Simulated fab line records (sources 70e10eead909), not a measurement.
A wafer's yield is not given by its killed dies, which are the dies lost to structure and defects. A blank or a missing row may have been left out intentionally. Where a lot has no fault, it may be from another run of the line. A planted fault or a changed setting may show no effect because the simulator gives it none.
Chamber matching | flow nand harc | rie diel-03 running NHARC_A_CONTACT_ETCH_49: 4 sister chambers
The step etches the open film in N2/H2, target depth 260 nm, time 475.3 s. 8 wafers are shown with their chamber, then 9 later ones without.

WAFERS, EACH WITH ITS CHAMBER
wafer  | chamber | showerhead plenum p Torr (Torr) | rf vpp V (V)
L880.6 | 2       | 1.90                            | 426
L881.6 | 2       | 1.90                            | 426
L883.4 | 1       | 2.16                            | 435
L890.5 | 3       | 2.14                            | 433
L890.6 | 0       | 1.90                            | 427
L892.3 | 1       | 2.15                            | 433
L892.5 | 3       | 2.14                            | 433
L892.6 | 0       | 1.90                            | 426

WAFERS WITH NO CHAMBER GIVEN
wafer  | showerhead plenum p Torr (Torr) | rf vpp V (V)
L894.1 | 1.89                            | 427
L894.2 | 2.15                            | 434
L894.5 | 2.15                            | 432
L898.1 | 1.89                            | 425
L898.2 | 2.14                            | 434
L898.5 | 2.15                            | 433
L896.1 | 1.90                            | 426
L896.5 | 1.90                            | 427
L896.6 | 2.15                            | 435

CHAMBER TAKEN BY EACH
wafer  | from the rows above     | in truth
L894.1 | can't be placed: 0 or 2 | 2
L894.2 | can't be placed: 1 or 3 | 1
L894.5 | can't be placed: 1 or 3 | 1
L898.1 | can't be placed: 2 or 0 | 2
L898.2 | 3                       | 3
L898.5 | can't be placed: 1 or 3 | 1
L896.1 | can't be placed: 2 or 0 | 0
L896.5 | can't be placed: 0 or 2 | 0
L896.6 | can't be placed: 1 or 3 | 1
1 of 9 placed correctly. Not placeable from these rows: 8 (in 8, the candidates include the true chamber). Placed wrongly: 0.
How it was worked out, from the rows above alone: a wafer's distance from a chamber is the root of the sum, over the readings, of the square of ((its reading less the chamber's mean) divided by the reading's scatter). The wafer belongs to the nearest chamber; if the next one is less than 2 further off, it can't be placed. A chamber's mean is the mean of its shown wafers. The scatter is the square root of a quotient: the sum, over the shown wafers, of each reading's squared deviation from its chamber's mean, divided by wafers minus chambers.
